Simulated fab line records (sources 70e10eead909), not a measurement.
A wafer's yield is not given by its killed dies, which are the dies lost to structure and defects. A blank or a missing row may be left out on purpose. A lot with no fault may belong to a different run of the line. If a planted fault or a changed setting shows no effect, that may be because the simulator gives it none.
A lot that was struck, set against a sound lot | flow nand_harc | 15 out of 1159 route steps
Sound: wafers L990.1, L990.5, L990.6. The struck wafers were L994.1, L994.5, L994.6. The cause is named last.
Each step with rows lists, per side, the tool, then ch with its chambers, then its first start. Under that, the readings that differ: sound wafers | struck wafers | difference of the means | sigmas: that difference in standard deviations of wafers without a fault.
alike: a reading whose means differ by less than 2 such deviations, as well as words and numbers matching on both sides. not compared: withheld readings; readings where some wafer has no value; bounds like >300 that might hide an equal value; numbers whose values overlap and for which the record gives no deviation.
The two part at a step that has a row with sigmas, a row that says differs or no value, or rows on one side only. When numbers do not overlap yet have no deviation, they are printed without sigmas and do not part them. Lack of a reading on every wafer of one side parts them only where that side has two or more wafers.

first, 4 steps without rows for these wafers: NHARC_THIN_TSV_EBR_08; NHARC_THIN_TSV_EXPOSE_09 (exposes mask TSV); NHARC_THIN_TSV_PEB_10 (peb time 85 s); NHARC_THIN_TSV_DEVELOP_11 (time 70 s).
NHARC_THIN_TSV_CD_MEAS_12: target cd 1000 nm.
  sound on cd_sem-01 ch 0, day 21 23:07; struck on cd_sem-01 ch 0, day 23 04:21
  alike: cd_nm
then, 1 step without rows for these wafers: NHARC_THIN_TSV_HARDBAKE_13 (time 80 s).
NHARC_THIN_TSV_DESCUM_14: chemistry O2, time 3 s.
  sound on rie_diel-01 ch 0,3, day 21 23:18; struck on rie_diel-02 ch 0,1,2, day 23 04:31
  alike: drypump_motor_current_A, oes_product_au, rf_vpp_V, showerhead_plenum_p_Torr, throttle_valve_pct
  not compared: rf_hours_counter_h
NHARC_THIN_TSV_ETCH_44: etches the open film in CF4/O2, target depth 1594.2 nm, time 797.1 s.
  sound on rie_diel-01 ch 1,3, day 21 23:28; struck on rie_diel-02 ch 2,3, day 23 04:35
  alike: drypump_motor_current_A, oes_product_au, rf_vpp_V, showerhead_plenum_p_Torr, throttle_valve_pct
  not compared: rf_hours_counter_h
NHARC_THIN_TSV_ETCH_15: target depth 3000 nm, bosch target overetch cycles 2, bosch etch step 2.8 s.
  sound on rie_si-04 ch 0,1,2, day 22 00:06; struck on rie_si-04 ch 0,1, day 23 05:10
  alike: drypump_motor_current_A
  not compared: rf_hours_counter_h
NHARC_THIN_TSV_CD_MEAS_16:
  sound on cd_sem-02, day 22 00:13; struck on cd_sem-02, day 23 05:19
  reading    | sound             | struck              | difference | sigmas
  cd_nm (nm) | 998.0 996.0 998.6 | 1004.9 1004.3 999.6 | +5.4       | +2
NHARC_THIN_TSV_STRIP_45: strips in O2.
  sound on plasma_asher-01 ch 0,1, day 22 00:17; struck on plasma_asher-01 ch 0,1, day 23 05:28
  alike: drypump_motor_current_A, heater_power_w
  not compared: rf_hours_counter_h
then, 1 step without rows for these wafers: NHARC_THIN_TSV_STRIP_46 (strips in post etch residue remover, time 1200 s).
NHARC_THIN_TSV_DEP_47: deposits SiO2, target thk 200 nm.
  sound on pecvd-01 ch 0,1, day 22 01:21; struck on pecvd-01 ch 0,2, day 23 06:18
  no value came back on the struck wafers for chamber_pressure_Torr (Torr), flow_sccm (sccm), throttle_valve_pct (%); on the sound wafers chamber_pressure_Torr (Torr) reads 6.522 6.513 6.483
NHARC_THIN_TSV_ETCHBACK_48: etches the open film in C4F8/Ar, target depth 1028.5 nm, time 405.17 s.
  sound on rie_diel-12 ch 2,3, day 22 01:41; struck on rie_diel-01 ch 1,2,3, day 23 06:41
  reading      | sound       | struck      | difference | sigmas
  rf_vpp_V (V) | 544 545 541 | 547 550 553 | +7         | +2
  alike: oes_product_au
  not compared: rf_hours_counter_h
NHARC_END_SORT_01:
  sound on prober-02 ch 0, day 22 14:10; struck on prober-01 ch 0, day 23 18:10
  reading                  | sound          | struck                                                               | difference                   | sigmas
  hold                     | - - -          | await_dispo/1.5h/scrap await_dispo/1.5h/scrap await_dispo/1.5h/scrap | no value on the sound wafers |
  defect_limited_yield (%) | 95.3 95.3 97.8 | 0 0 0                                                                | -96                          | -74
  killed_at_other          | 3 2 0          | 651 658 655                                                          | +653                         | +99 or more
  killed_dies              | 32 32 15       | 677 677 677                                                          | +651                         | +73
  sort_bin_2_pct (%)       | 1.8 1.2 0.9    | 97.0 98.1 97.5                                                       | +96.2                        | +99 or more
  sort_n_pass              | 645 645 662    | 0 0 0                                                                | -651                         | -73
  sort_rim_yield_pct (%)   | 92 98 95       | 0 0 0                                                                | -95                          | -31
  sort_yield_pct (%)       | 95.3 95.3 97.8 | 0 0 0                                                                | -96                          | -74
  alike: killed_at_array, killed_at_periphery, killed_open, killed_short, sort_bin_3_pct, sort_bin_4_pct

## WHERE THEY PART
At NHARC_THIN_TSV_CD_MEAS_16 first; at NHARC_END_SORT_01 last (within this record only).

WHY: what had been put in by the simulator
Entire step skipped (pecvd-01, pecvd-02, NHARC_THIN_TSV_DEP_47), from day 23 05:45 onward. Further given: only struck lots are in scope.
